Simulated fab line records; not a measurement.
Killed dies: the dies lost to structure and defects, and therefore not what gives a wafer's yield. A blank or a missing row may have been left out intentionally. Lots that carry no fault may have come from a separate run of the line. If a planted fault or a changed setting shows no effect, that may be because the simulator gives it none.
fab line records    flow n5Finfet
record: lots: 5  wafers: 14  lastDay: 17
route steps=1938 shown BEOL_M3@938 BEOL_M4@1111 PASSIVATION@1936
lots that met no fault: taken from a fault-free run of the same line
startH: the number of hours between the record's first day and the start of the first shown wafer of the lot    waitH: hours since the lot's step before    " as in the row above    L1.1+2: several wafers, shown together as one row    - either no value or no given start    * or withheld: withheld    < > ~ a bound
route shown NAME@n: a module of which the file shows steps, and the number in the route of the first    usual: mean/standard deviation of fault-free wafers    same: alike in all rows    chamber/n: place in a boat    sites: each site's reading    _std_site: how widely they spread, as a standard deviation    _edge_site: outer sites' mean less inner sites'    radiusMm: for every site, how far away it sits from the centre of the wafer    mask NAME#n: copy n    behind: the last tool/chamber to shape the wafer    hold: the reason the lot was held/the length of the hold in hours/how it ended    device: whichever transistor did not switch (one of n, p or np)    end of line: at the end of the route, the tests of the same wafers    a step without rows: its recipe alone    killed: not the wafer's yield, but the dies lost to structure and defects at the first sort    map: a wafer's dies, x killed, . not, _ none there
set.NAME: the run value of the setting; set.NAME@STEP: its run value at that earlier step    model.NAME: the simulator's own value behind a step, which no gauge read
lots at some steps of the route; a table a step, a row a wafer
services: a tool's chamber out of use, with start hour (startH, from the record's first day; less than 0 if before it), hours out, and reason
== steps ==
step: N5_BEOL_M3_COAT_05
recipe: resist: CAR-EUV  spinRpm: 1500  resistThkNm: 30
step: N5_BEOL_M3_EBR_07
recipe: solvent: PGMEA  ebrWidthMm: 1.5
step: N5_BEOL_M3_SOFTBAKE_06
recipe: tempC: 110  timeS: 60  resist: CAR-EUV
step: N5_BEOL_M3_EXPOSE_08
recipe: maskId: M3  na: 0.33  sourceShape: dipole  sigmaInner: 0.369  sigmaOuter: 0.767  polarization: unpolarized  doseMj: 33
step: N5_BEOL_M3_PEB_09
recipe: pebTempC: 100  pebTimeS: 60  resist: CAR-EUV
step: N5_BEOL_M3_DEVELOP_10
recipe: developTimeS: 30  developer: TMAH  resist: CAR-EUV  rinseLiquid: surfactantRinse  dry: airSpin  devTempC: 23
step: N5_BEOL_M3_CD_MEAS_11
recipe: targetCdNm: 17.05  landingEnergyEv: 500  detector: seInlens  polarity: opening
usual: cdNm: 17.09/0.25
lot.wafer  tool      chamber  startH  waitH  cdNm
L143.1     cdSem-03  0        155.47  -      16.83
L143.2     "         0        "       "      16.76
L143.3     "         0        "       "      16.52
L151.1     cdSem-01  0        201.62  -      17.30
L151.6     "         0        "       "      17.33
L156.1     cdSem-02  0        247.69  -      17.29
L156.2     "         0        "       "      16.96
L156.4     "         0        "       "      17.26
L162.2     cdSem-03  0        264.69  -      17.20
L162.3     "         0        "       "      16.79
L162.6     "         0        "       "      17.18
L163.2     cdSem-01  0        267.71  -      17.24
L163.3     "         0        "       "      17.07
L163.4     "         0        "       "      17.44
step: N5_BEOL_M3_OVL_MEAS_12
recipe: pointsPerWafer: 522
usual: M3_OVL: -0.3/0.7
lot.wafer  tool        chamber  startH  waitH  M3_OVL[nm]
L143.1     overlay-02  0        155.50  0.0    -0.3
L143.2     "           0        "       "      -0.2
L143.3     "           0        "       "      -1.0
L151.1     overlay-02  0        201.65  0.0    0.2
L151.6     "           0        "       "      -0.9
L156.1     overlay-01  0        247.72  0.0    0.1
L156.2     "           0        "       "      0.7
L156.4     "           0        "       "      0.3
L162.2     overlay-02  0        264.72  0.0    0.6
L162.3     "           0        "       "      0.6
L162.6     "           0        "       "      0.1
L163.2     overlay-02  0        267.74  0.0    -0.5
L163.3     "           0        "       "      -1.9
L163.4     "           0        "       "      -0.2
step: N5_BEOL_M3_INSPECT_13
recipe: mode: adi  inspectInstrument: brightfield
usual: rawDefectCount: 431/110
lot.wafer  tool              chamber  startH  waitH  rawDefectCount
L143.1     defectInspect-01  -        155.57  0.1    334
L143.2     "                 -        "       "      450
L143.3     "                 -        "       "      328
L151.1     defectInspect-02  -        201.70  0.1    451
L151.6     "                 -        "       "      413
L156.1     defectInspect-02  -        247.77  0.1    498
L156.2     "                 -        "       "      404
L156.4     "                 -        "       "      457
L162.2     defectInspect-02  -        264.78  0.1    437
L162.3     "                 -        "       "      426
L162.6     "                 -        "       "      519
L163.2     defectInspect-02  -        267.80  0.1    493
L163.3     "                 -        "       "      454
L163.4     "                 -        "       "      514
step: N5_BEOL_M3_DESCUM_16
recipe: chemistry: O2  timeS: 7  sourcePowerW: 50  biasPowerW: 20  pressureMtorr: 20  rfFrequencyHz: 2.712e+07  tempC: 40  resist: CAR-EUV  o2FlowSccm: 225
usual: drypumpMotorCurrentA: 5.6/0.49  oesProductAu: 0.79/0.063  rfFwdPowerW: 49.37/0.23  rfVppV: 243.1/1.3  showerheadPlenumPTorr: 2.08/0.07  throttleValvePct: 20.32/0.18
lot.wafer  tool        chamber  startH  waitH  drypumpMotorCurrentA  oesProductAu  rfFwdPowerW  rfHoursCounterH  rfVppV  showerheadPlenumPTorr  throttleValvePct
L143.1     rieDiel-03  1        155.60  0.0    5.4                   0.91          49.62        31               242.9   2.04                   20.10
L143.2     "           3        "       "      5.1                   0.83          49.15        81               245.1   2.20                   20.35
L143.3     "           0        "       "      5.5                   0.77          49.27        156              244.0   2.10                   20.28
L151.1     rieDiel-03  1        201.94  0.2    5.4                   0.87          49.55        46               243.4   2.03                   20.13
L151.6     "           2        "       "      6.1                   0.74          49.72        -                241.7   1.99                   20.06
L156.1     rieDiel-06  3        247.81  0.0    5.7                   0.73          49.58        176              244.6   2.15                   20.30
L156.2     "           2        "       "      6.0                   0.75          49.41        129              243.9   2.12                   20.75
L156.4     "           1        "       "      5.5                   0.78          48.82        139              241.9   1.93                   20.52
L162.2     rieDiel-05  3        264.84  0.1    6.1                   0.74          49.52        176              241.6   2.10                   20.49
L162.3     "           2        "       "      4.8                   0.83          49.27        76               243.7   2.12                   20.30
L162.6     "           1        "       "      6.5                   0.87          48.99        -                243.2   2.05                   20.25
L163.2     rieDiel-05  0        267.83  0.0    5.6                   0.68          49.42        231              242.7   2.07                   20.68
L163.3     "           1        "       "      6.5                   0.86          49.12        32               242.6   2.05                   20.26
L163.4     "           2        "       "      4.9                   0.81          49.21        77               242.9   2.12                   20.27
step: N5_BEOL_M3_ETCH_74
recipe: chemistry: N2/H2  target: underlayer  targetDepthA: 65  maskMaterial: CAR-EUV  timeS: 5.2  ionEnergyEv: 200  pressureMtorr: 30  sourceW: 840  biasW: 150  n2FlowSccm: 200  h2FlowSccm: 200  ends: cleared
usual: drypumpMotorCurrentA: 5.6/0.49  etchRfOnTimeS: 5.17/0.14  oesProductAu: 0.68/0.054  rfFwdPowerW: 819.3/2.3  rfVppV: 523.5/2.6  showerheadPlenumPTorr: 2.53/0.085  throttleValvePct: 17.74/0.22
lot.wafer  tool        chamber  startH  waitH  drypumpMotorCurrentA  etchRfOnTimeS  oesProductAu  rfFwdPowerW  rfHoursCounterH  rfVppV  showerheadPlenumPTorr  throttleValvePct
L143.1     rieDiel-03  1        155.63  0.0    5.3                   4.93           0.79          817.6        31               521.5   2.47                   17.37
L143.2     "           3        "       "      5.1                   5.29           0.70          813.9        81               526.9   2.68                   17.83
L143.3     "           0        "       "      5.5                   5.04           0.66          814.6        156              526.3   2.55                   17.69
L151.1     rieDiel-03  1        201.98  0.0    5.4                   4.97           0.75          820.2        46               523.0   2.46                   17.40
L151.6     "           2        "       "      6.2                   5.05           0.64          820.2        -                520.3   2.43                   17.53
L156.1     rieDiel-06  3        247.84  0.0    5.7                   5.42           0.61          820.9        176              526.7   2.63                   17.78
L156.2     "           2        "       "      6.0                   5.23           0.64          821.6        129              523.9   2.56                   18.20
L156.4     "           1        "       "      5.5                   5.13           0.66          818.9        139              517.1   2.36                   18.14
L162.2     rieDiel-05  3        264.87  0.0    6.1                   5.38           0.64          820.6        176              523.9   2.54                   17.98
L162.3     "           2        "       "      4.9                   5.26           0.71          819.7        76               522.6   2.58                   17.62
L162.6     "           1        "       "      6.5                   5.22           0.73          818.5        -                522.9   2.48                   17.66
L163.2     rieDiel-05  0        267.86  0.0    5.6                   5.30           0.58          822.7        231              521.8   2.50                   18.02
L163.3     "           1        "       "      6.5                   5.05           0.75          820.4        32               522.2   2.48                   17.66
L163.4     "           2        "       "      4.9                   5.15           0.71          816.9        77               525.5   2.57                   17.62
step: N5_BEOL_M3_ETCH_63
recipe: chemistry: CF4  target: SiARC  targetDepthA: 156  maskMaterial: CAR-EUV  timeS: 26  ionEnergyEv: 80  pressureMtorr: 40  sourceW: 545  biasW: 36  Ar_flow_sccm: 100  cf4FlowSccm: 100  ends: cleared
usual: drypumpMotorCurrentA: 5.6/0.49  etchRfOnTimeS: 25.9/0.64  mfcArSccm: 100.0/0.31  oesProductAu: 0.68/0.053  rfFwdPowerW: 532.1/2.1  rfVppV: 183.8/1.2  showerheadPlenumPTorr: 2.13/0.069  throttleValvePct: 15.53/0.15
lot.wafer  tool        chamber  startH  waitH  drypumpMotorCurrentA  etchRfOnTimeS  mfcArSccm  oesProductAu  rfFwdPowerW  rfHoursCounterH  rfVppV  showerheadPlenumPTorr  throttleValvePct
L143.1     rieDiel-03  1        155.65  0.0    5.4                   24.7           99.7       0.78          532.0        31               184.2   2.10                   15.33
L143.2     "           3        "       "      5.1                   26.5           100.0      0.71          533.2        81               185.1   2.26                   15.59
L143.3     "           0        "       "      5.5                   25.6           100.0      0.65          532.2        156              184.5   2.13                   15.46
L151.1     rieDiel-03  1        201.99  0.0    5.4                   24.7           99.9       0.76          531.5        46               183.3   2.10                   15.35
L151.6     "           2        "       "      6.1                   25.4           99.9       0.64          533.3        -                182.0   2.05                   15.36
L156.1     rieDiel-06  3        247.86  0.0    5.7                   26.8           100.4      0.62          531.0        176              184.7   2.22                   15.64
L156.2     "           2        "       "      6.1                   26.1           99.8       0.65          532.5        129              184.6   2.15                   15.82
L156.4     "           1        "       "      5.5                   25.4           99.9       0.67          528.3        139              182.8   1.99                   15.76
L162.2     rieDiel-05  3        264.89  0.0    6.1                   26.8           99.6       0.63          533.6        176              184.0   2.12                   15.54
L162.3     "           2        "       "      4.8                   25.7           100.1      0.72          533.4        76               184.0   2.18                   15.53
L162.6     "           1        "       "      6.5                   26.1           100.1      0.75          533.5        -                180.2   2.09                   15.38
L163.2     rieDiel-05  0        267.88  0.0    5.6                   26.9           100.7      0.59          527.5        231              183.9   2.12                   15.84
L163.3     "           1        "       "      6.5                   26.0           99.8       0.74          532.9        32               183.1   2.09                   15.38
L163.4     "           2        "       "      4.9                   25.8           99.7       0.72          531.6        77               184.9   2.18                   15.52
step: N5_BEOL_M3_ETCH_64
recipe: chemistry: N2/H2  target: SOC  targetDepthA: 750  overetchA: 150  maskMaterial: SiARC  tempC: 40  timeS: 112.5  ionEnergyEv: 200  pressureMtorr: 30  sourceW: 840  biasW: 150  n2FlowSccm: 200  h2FlowSccm: 200
usual: drypumpMotorCurrentA: 5.6/0.49  oesProductAu: 0.63/0.046  rfFwdPowerW: 836.3/2.8  rfVppV: 523.5/2.5  showerheadPlenumPTorr: 2.53/0.085  throttleValvePct: 17.71/0.22
lot.wafer  tool        chamber  startH  waitH  drypumpMotorCurrentA  oesProductAu  rfFwdPowerW  rfHoursCounterH  rfVppV  showerheadPlenumPTorr  throttleValvePct  model.SiARC_of_BEOL_M3_COAT_62.thkNm  model.BEOL_M3.cdOffsetNm
L143.1     rieDiel-03  1        155.68  0.0    5.4                   0.71          832.0        31               521.8   2.47                   17.34             6.8                                   0
L143.2     "           3        "       "      5.1                   0.66          831.1        81               529.5   2.68                   17.80             7.2                                   0
L143.3     "           0        "       "      5.5                   0.60          833.3        156              523.8   2.55                   17.64             6.6                                   -0.4
L151.1     rieDiel-03  1        202.02  0.0    5.4                   0.68          836.0        46               522.9   2.46                   17.37             5                                     0.8
L151.6     "           2        "       "      6.1                   0.59          832.9        -                520.2   2.43                   17.49             6.6                                   -0.2
L156.1     rieDiel-06  3        247.89  0.0    5.7                   0.58          838.3        176              526.8   2.63                   17.75             7                                     -0.2
L156.2     "           2        "       "      6.0                   0.61          839.1        129              525.1   2.56                   18.14             7                                     -0.2
L156.4     "           1        "       "      5.5                   0.62          833.9        139              519.4   2.36                   18.10             6.6                                   -0.2
L162.2     rieDiel-05  3        264.92  0.0    6.1                   0.59          837.4        176              524.9   2.54                   17.93             7                                     0.4
L162.3     "           2        "       "      4.9                   0.66          833.8        76               524.5   2.58                   17.57             6.8                                   0.2
L162.6     "           1        "       "      6.5                   0.69          831.1        -                523.3   2.48                   17.62             6.6                                   0.6
L163.2     rieDiel-05  0        267.91  0.0    5.6                   0.56          841.1        231              522.0   2.50                   17.97             7                                     0.2
L163.3     "           1        "       "      6.5                   0.69          839.1        32               522.8   2.48                   17.64             6.6                                   0.2
L163.4     "           2        "       "      4.9                   0.65          838.8        77               524.0   2.57                   17.58             6.8                                   0.2
step: N5_BEOL_M3_STRIP_65
recipe: chemistry: N2/H2  tempC: 40  n2FlowSccm: 200  h2FlowSccm: 200  rfFrequencyHz: 6e+07
step: N5_BEOL_M3_STRIP_75
recipe: chemistry: N2/H2  tempC: 40  n2FlowSccm: 200  h2FlowSccm: 200  rfFrequencyHz: 6e+07
step: N5_BEOL_M3_STRIP_66
recipe: chemistry: CF4  resist: SiARC  powerW: 300  biasPowerW: 75  pressureMtorr: 50  cf4FlowSccm: 150  rfFrequencyHz: 6e+07
usual: drypumpMotorCurrentA: 5.6/0.49  oesProductAu: 0.78/0.057  rfFwdPowerW: 292.7/0.94  rfVppV: 271.0/1.4  showerheadPlenumPTorr: 1.79/0.057  throttleValvePct: 13.51/0.17
lot.wafer  tool        chamber  startH  waitH  drypumpMotorCurrentA  oesProductAu  rfFwdPowerW  rfHoursCounterH  rfVppV  showerheadPlenumPTorr  throttleValvePct
L143.1     rieDiel-03  1        155.81  0.0    5.4                   0.88          293.5        31               270.0   1.76                   13.27
L143.2     "           3        "       "      5.1                   0.83          294.1        81               273.8   1.89                   13.55
L143.3     "           0        "       "      5.5                   0.75          292.1        156              271.8   1.80                   13.48
L151.1     rieDiel-03  1        202.15  0.0    5.4                   0.85          293.3        46               270.2   1.75                   13.30
L151.6     "           2        "       "      6.1                   0.73          292.4        -                268.5   1.72                   13.37
L156.1     rieDiel-06  3        248.02  0.0    5.7                   0.73          292.2        176              271.8   1.85                   13.61
L156.2     "           2        "       "      6.0                   0.76          291.0        129              272.7   1.80                   13.75
L156.4     "           1        "       "      5.5                   0.77          293.5        139              268.7   1.68                   13.76
L162.2     rieDiel-05  3        265.05  0.0    6.1                   0.74          291.2        176              269.7   1.77                   13.53
L162.3     "           2        "       "      4.8                   0.82          292.5        76               272.4   1.82                   13.47
L162.6     "           1        "       "      6.5                   0.86          294.0        -                270.9   1.75                   13.32
L163.2     rieDiel-05  0        268.04  0.0    5.6                   0.70          290.5        231              271.2   1.78                   13.86
L163.3     "           1        "       "      6.5                   0.85          293.1        32               272.0   1.75                   13.31
L163.4     "           2        "       "      4.8                   0.82          291.7        77               271.6   1.82                   13.47
step: N5_BEOL_M3_HM_OPEN_17
recipe: chemistry: Cl2/BCl3  targetDepthA: 200  overetchA: 60  target: TiN  maskMaterial: SOC  ionEnergyEv: 150  pressureMtorr: 10  icpW: 1000  biasW: 126  Cl2_flow_sccm: 53.25  bcl3FlowSccm: 21.75  Ar_flow_sccm: 25
usual: bcl3FlowSccm: 21.76/0.065  drypumpMotorCurrentA: 5.6/0.33  mfcArSccm: 25.00/0.075  oesProductAu: 0.65/0.09  rfFwdPowerW: 993/3.2  throttleValvePct: 22.17/0.21
lot.wafer  tool         chamber  startH  waitH  bcl3FlowSccm  drypumpMotorCurrentA  mfcArSccm  oesProductAu  rfFwdPowerW  rfHoursCounterH  throttleValvePct  model.BEOL_M3.cdOffsetNm
L143.1     rieMetal-01  0        155.85  0.0    21.70         6.0                   24.85      0.52          989          114              22.23             0.2
L143.2     "            1        "       "      21.69         5.2                   25.04      0.62          993          65               22.45             0
L143.3     "            1        "       "      21.73         5.2                   24.93      0.60          993          -                22.45             -0.6
L151.1     rieMetal-01  1        202.19  0.0    21.83         5.2                   25.04      0.61          996          70               22.45             0.8
L151.6     "            1        "       "      21.70         5.2                   24.93      0.61          992          -                22.45             -0.2
L156.1     rieMetal-03  1        248.06  0.0    21.78         5.5                   25.01      0.76          989          8                22.05             -0.2
L156.2     "            0        "       "      21.79         6.0                   24.92      0.61          996          68               22.31             -0.4
L156.4     "            0        "       "      21.84         5.9                   25.01      0.61          993          -                22.36             -0.2
L162.2     rieMetal-01  0        265.09  0.0    21.81         6.0                   25.12      0.84          991          1                22.29             0.2
L162.3     "            0        "       "      21.84         6.0                   25.10      0.84          988          -                22.29             0.2
L162.6     "            1        "       "      21.79         5.2                   25.04      0.60          993          -                22.48             0.6
L163.2     rieMetal-02  0        268.08  0.0    21.85         5.2                   24.90      0.69          999          28               21.93             0.2
L163.3     "            0        "       "      21.79         5.1                   25.00      0.70          998          -                21.93             0
L163.4     "            1        "       "      21.77         5.6                   25.10      0.58          993          -                21.92             0
step: N5_BEOL_M3_STRIP_19
recipe: chemistry: O2  powerW: 400  tempC: 40  pressureMtorr: 30  rfFrequencyHz: 6e+07  biasPowerW: 0  overashFraction: 0.2  o2FlowSccm: 225
usual: drypumpMotorCurrentA: 5.7/0.45  oesProductAu: 0.78/0.061  rfVppV: 3.7/0.49  showerheadPlenumPTorr: 2.09/0.072  throttleValvePct: 16.62/0.18
lot.wafer  tool        chamber  startH  waitH  drypumpMotorCurrentA  oesProductAu  rfHoursCounterH  rfVppV  showerheadPlenumPTorr  throttleValvePct
L143.1     rieDiel-05  3        155.96  0.1    6.1                   0.78          139              3.1     2.12                   16.68
L143.2     "           0        "       "      5.6                   0.72          197              3.4     2.09                   16.85
L143.3     "           2        "       "      4.8                   0.87          40               4.0     2.14                   16.45
L151.1     rieDiel-06  2        202.35  0.1    6.1                   0.77          117              2.5     2.13                   16.94
L151.6     "           0        "       "      5.9                   0.75          -                3.5     2.17                   16.49
L156.1     rieDiel-05  3        248.17  0.1    6.1                   0.75          171              3.7     2.11                   16.74
L156.2     "           0        "       "      5.6                   0.69          224              4.1     2.08                   16.89
L156.4     "           1        "       "      6.5                   0.88          26               3.3     2.05                   16.45
L162.2     rieDiel-05  0        265.20  0.1    5.6                   0.69          230              3.7     2.08                   16.91
L162.3     "           1        "       "      6.5                   0.87          31               3.9     2.05                   16.46
L162.6     "           3        "       "      6.1                   0.75          -                3.3     2.11                   16.75
L163.2     rieDiel-06  0        268.19  0.1    5.9                   0.73          189              4.0     2.16                   16.53
L163.3     "           1        "       "      5.5                   0.78          144              3.8     1.93                   16.80
L163.4     "           2        "       "      6.1                   0.76          134              3.4     2.12                   16.97
step: N5_BEOL_M3_CD_MEAS_18
recipe: pitchNm: 36  targetCdNm: 18
usual: cdNm: 18.0/0.3
lot.wafer  tool      chamber  startH  waitH  cdNm
L143.1     cdSem-02  -        156.03  0.0    18.3
L143.2     "         -        "       "      17.8
L143.3     "         -        "       "      17.6
L151.1     cdSem-03  -        202.43  0.1    19.0
L151.6     "         -        "       "      17.3
L156.1     cdSem-01  -        248.24  0.0    17.9
L156.2     "         -        "       "      18.0
L156.4     "         -        "       "      17.8
L162.2     cdSem-03  -        265.27  0.1    18.6
L162.3     "         -        "       "      18.1
L162.6     "         -        "       "      18.4
L163.2     cdSem-02  -        268.26  0.1    18.0
L163.3     "         -        "       "      17.7
L163.4     "         -        "       "      17.8
step: N5_BEOL_M3_COAT_67
recipe: resist: SOC  tempC: 250  timeS: 60  spinRpm: 1500  resistThkNm: 60
step: N5_BEOL_M4_RC_MEAS_101
usual: DIBL_N: 36.7/1.8  DIBL_P: 37.0/2.4  IOFF_N: 0.17/0.036  IOFF_P: 0.22/0.042  ION_N: 673/12  ION_P: 462/8.5  SS_N: 71.7/0.62  SS_P: 73.4/0.65  VT_N: 250/3.7  VT_P: -250/3.7
lot.wafer  tool       chamber  startH  waitH  DIBL_N[mV/V]  DIBL_P[mV/V]  IOFF_N[nA/um]  IOFF_P[nA/um]  ION_N[uA/um]  ION_P[uA/um]  SS_N[mV/dec]  SS_P[mV/dec]  VT_N[mV]  VT_P[mV]
L143.1     prober-01  0        190.36  0.0    37.9          39.0          0.20           0.23           675           453           72.1          73.8          246       -251
L143.2     "          0        "       "      37.4          39.0          0.18           0.23           671           455           71.9          73.9          246       -250
L143.3     "          0        "       "      37.7          38.8          0.18           0.22           686           464           72.0          73.7          247       -251
L151.1     prober-02  0        233.61  0.0    38.2          37.9          0.17           0.21           674           458           71.5          73.7          251       -252
L151.6     "          0        "       "      37.5          36.4          0.16           0.19           669           455           71.7          72.4          249       -254
L156.1     prober-01  0        270.96  0.0    34.9          35.8          0.12           0.19           649           452           71.5          73.0          253       -251
L156.2     "          0        "       "      35.6          37.4          0.14           0.22           667           462           71.1          73.8          251       -251
L156.4     "          0        "       "      35.1          37.3          0.14           0.21           671           466           71.7          73.8          253       -252
L163.2     prober-01  0        300.70  0.2    37.6          36.2          0.17           0.22           675           459           71.5          73.6          249       -252
L163.3     "          0        "       "      34.7          33.3          0.13           0.17           675           459           71.0          72.9          255       -252
L163.4     "          0        "       "      32.5          30.5          0.11           0.15           664           456           70.4          72.1          254       -257
L162.2     prober-02  0        300.88  0.2    40.0          39.7          0.22           0.24           682           467           72.5          73.5          244       -251
L162.3     "          0        "       "      36.4          36.0          0.14           0.19           673           459           71.1          72.8          251       -252
L162.6     "          0        "       "      39.1          38.4          0.19           0.22           690           464           72.5          73.6          247       -251
step: N5_PASSIVATION_PROBE_49
usual: defectLimitedYield: 91.1/1.4  killed_at_M0_to_M3: 32/9.3  killed_at_M4_up: 13/5.8  killedAtContacts: 12/6.3  killedAtFrontEnd: 44/12  killedAtOther: 3.6/2.7  killedDies: 104/17  killedOpen: 69/13  killedShort: 34/6.9  sort_bin_5_function: 5.2/0.98  sort_bin_6_memory: 3.3/0.59  sortNPass: 1075/17  sortYieldPct: 91.1/1.4
same: grossDies: 1180  killedAtBackSide: 0  sort_bin_4_leakage[%]: 0  sort_bin_8_speed[%]: 0
lot.wafer  tool       chamber  startH  waitH  defectLimitedYield[%]  killed_at_M0_to_M3  killed_at_M4_up  killedAtContacts  killedAtFrontEnd  killedAtOther  killedDies  killedOpen  killedShort  sort_bin_5_function[%]  sort_bin_6_memory[%]  sortNPass  sortYieldPct[%]
L143.1     prober-01  -        287.94  0.0    89.7                   36                  16               8                 55                6              121         86          34           5.6                     4.4                   1059       89.7
L143.2     prober-01  -        287.99  0.1    88.8                   45                  15               13                54                5              132         80          50           6.8                     3.7                   1048       88.8
L143.3     prober-01  -        288.04  0.1    90.3                   39                  9                9                 53                4              114         65          49           4.8                     4.6                   1066       90.3
L162.6     prober-02  -        396.43  0.3    91.0                   37                  8                11                40                10             106         74          32           6.1                     2.6                   1074       91.0
killed by level:class
L143.1 FIN_SAQP:geometricParticle:open=20 STI_FIN_REVEAL:geometricParticle:open=12 BEOL_M1:geometricParticle:open=10 BEOL_M0:geometricParticle:open=10 FIN_SAQP:geometricParticle:short=8 BEOL_M4:geometricParticle:open=7 MOL_CONTACT_COAG:geometricParticle:open=6 GATE_CUT:geometricParticle:short=5
L143.2 FIN_SAQP:geometricParticle:short=19 FIN_SAQP:geometricParticle:open=11 MOL_CONTACT_COAG:geometricParticle:open=11 BEOL_M0_SAQP:geometricParticle:open=9 BEOL_M0_SAQP:geometricParticle:short=8 BEOL_M1:geometricParticle:open=8 BEOL_M2:geometricParticle:open=8 STI_FIN_REVEAL:geometricParticle:open=6
L143.3 FIN_SAQP:geometricParticle:short=20 FIN_SAQP:geometricParticle:open=15 BEOL_M1:geometricParticle:open=10 BEOL_M0_SAQP:geometricParticle:short=7 MOL_CONTACT_COAG:geometricParticle:open=7 BEOL_M2:geometricParticle:short=7 STI_FIN_REVEAL:geometricParticle:open=6 BEOL_M0_SAQP:geometricParticle:open=6
L162.6 DUMMY_GATE:geometricParticle:open=12 MOL_CONTACT_COAG:geometricParticle:open=10 BEOL_M3:geometricParticle:open=10 FIN_SAQP:geometricParticle:open=7 BEOL_M2:geometricParticle:open=5 BEOL_M0_SAQP:geometricParticle:open=5 STI_FIN_REVEAL:geometricParticle:open=4 BEOL_M0:geometricParticle:short=4
== services ==
tool         chamber  startH  hours  kind
rieDiel-05   1        134.88  12.3   repair
rieDiel-06   1        142.70  5.8    repair
rieDiel-05   1        150.32  -      clean
rieDiel-05   1        150.32  -      consumableReplace:focusRing
rieDiel-05   1        150.32  18.0   scheduledDown
rieDiel-05   1        150.32  18.0   ventCycle
rieDiel-06   2        160.23  3.0    repair
rieMetal-01  -        170.38  0.4    repair
rieDiel-05   -        171.20  2.8    pm
rieDiel-06   -        190.75  2.8    pm
rieDiel-05   0        192.21  5.8    repair
rieDiel-05   -        195.70  0.7    repair
rieDiel-03   2        225.59  2.0    repair
rieMetal-01  0        240.96  -      clean
rieMetal-01  0        240.96  16.8   scheduledDown
rieMetal-01  0        240.96  16.8   ventCycle
rieDiel-05   0        241.22  3.8    repair
== key ==
firstSign: step: N5_BEOL_M3_CD_MEAS_18  reading: cdNm  direction: up  sigmas: 3.2  usual: 18.0  struck: 19.0
effect none on later readings
modelEffect: step: N5_BEOL_M3_ETCH_64  value: SiARC_of_BEOL_M3_COAT_62.thkNm  without: 6.6  struck: 5
modelEffect: step: N5_BEOL_M3_HM_OPEN_17  value: BEOL_M3.cdOffsetNm  without: 0.2  struck: 0.8
metAt N5_BEOL_M3_ETCH_64
struckWafers L151.1
onsetBetween 155.68 202.02
fault: kind: processParameterDrift  tool: rieDiel-03  chamber: -  onsetH: 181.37  steps: N5_BEOL_M3_ETCH_64  channel: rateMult  offset: 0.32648  shape: step  endH: 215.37  scope: struckWafersOnly
